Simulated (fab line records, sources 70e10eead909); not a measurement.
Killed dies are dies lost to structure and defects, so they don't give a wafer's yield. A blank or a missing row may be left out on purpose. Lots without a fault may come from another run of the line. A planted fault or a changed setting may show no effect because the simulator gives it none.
Problem report in the 8D (eight disciplines) form, filled by code | flow nand_harc | the parts of the form that need people (team, actions taken, sign-off) are left out

1. THE PROBLEM
thk_nm at NHARC_A_ONON_D1_THK_MEAS_14 reads a mean of 904 nm on 6 wafers of 2 lots; wafers without a fault read 1001 nm with a standard deviation of 8.9. That is -11 standard deviations from the usual mean.
The step: measures by ellipsometry.
First seen on wafer L271.3, day 12 14:11, on film_metro-01. The record holds 39 wafers of 13 lots with a number at this step. Rule for "out", or "out of limits": more than 4 standard deviations from the usual mean. The other wafers with a number count as sound.

2. WHAT IT IS AND WHAT IT IS NOT
question                    | is                           | is not
which readings at this step | thk_nm                       | -
which lots                  | L271, L274                   | L259, L261, L262, L264, L267, L275, L276, L277, L279, L280, L282
which wafers of those lots  | all that have a number       | -
read on which gauges        | film_metro-01, film_metro-02 | -
when                        | from day 12 14:11            | up to then (15 sound wafers); but 18 sound wafers of L275, L276, L277, L279, L280, L282 came after

3. SUSPECTS, AND WHAT RULES EACH OUT
Counting: a tool at a process step up to the reading stays a suspect if it ran every lot that is out and no sound lot after the first of them.
- the gauge at NHARC_A_ONON_D1_THK_MEAS_14: ruled out. The wafers that are out were read on 2 gauges (film_metro-01, film_metro-02).
- pecvd_onon-04 at NHARC_A_ONON_D1_DEP_12 (target thk 1000 nm): kept. It ran every lot that is out, first L271 (day 12 13:46), and no sound lot after that.
Left after counting: pecvd_onon-04 at NHARC_A_ONON_D1_DEP_12.

4. THE CAUSE (what the simulator had put in)
Process parameter drift: pecvd_onon-04, from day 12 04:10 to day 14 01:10, at NHARC_A_ONON_D1_DEP_12. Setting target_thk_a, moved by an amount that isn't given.
Counting left only this tool.

5. THE CHAIN OF EFFECTS, in route order
Each row: a reading whose mean over the struck wafers that have a number lies more than 3 standard deviations from the usual. Only readings for which the record gives a usual standard deviation are gone through. hours: the time from each lot's start at the first step in this table that gives one to its start at this step, as a median over the lots. sigmas: the change in usual standard deviations.
hours | step                        | reading         | usual   | on struck wafers | change | sigmas
0     | NHARC_A_ONON_D1_THK_MEAS_14 | thk_nm          | 1001 nm | 904              | -98    | -11
392   | NHARC_END_SORT_01           | killed_at_array | 44      | 673              | +629   | +39
392   | NHARC_END_SORT_01           | killed_dies     | 48      | 677              | +629   | +39

6. WHAT WOULD HAVE CAUGHT IT SOONER
In this record the first reading out of limits at a measuring or inspecting step was taken at day 12 14:11, 10 hours after the fault began at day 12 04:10.
Of the tool readings at NHARC_A_ONON_D1_DEP_12 for which the record gives a usual standard deviation, none was out on any struck wafer, so an alarm limit of 4 standard deviations on them would not have fired.
Of the lots that are out (2), L274 began NHARC_A_ONON_D1_DEP_12 on pecvd_onon-04 after day 12 14:11. A hold on the tool at that time would have spared it.
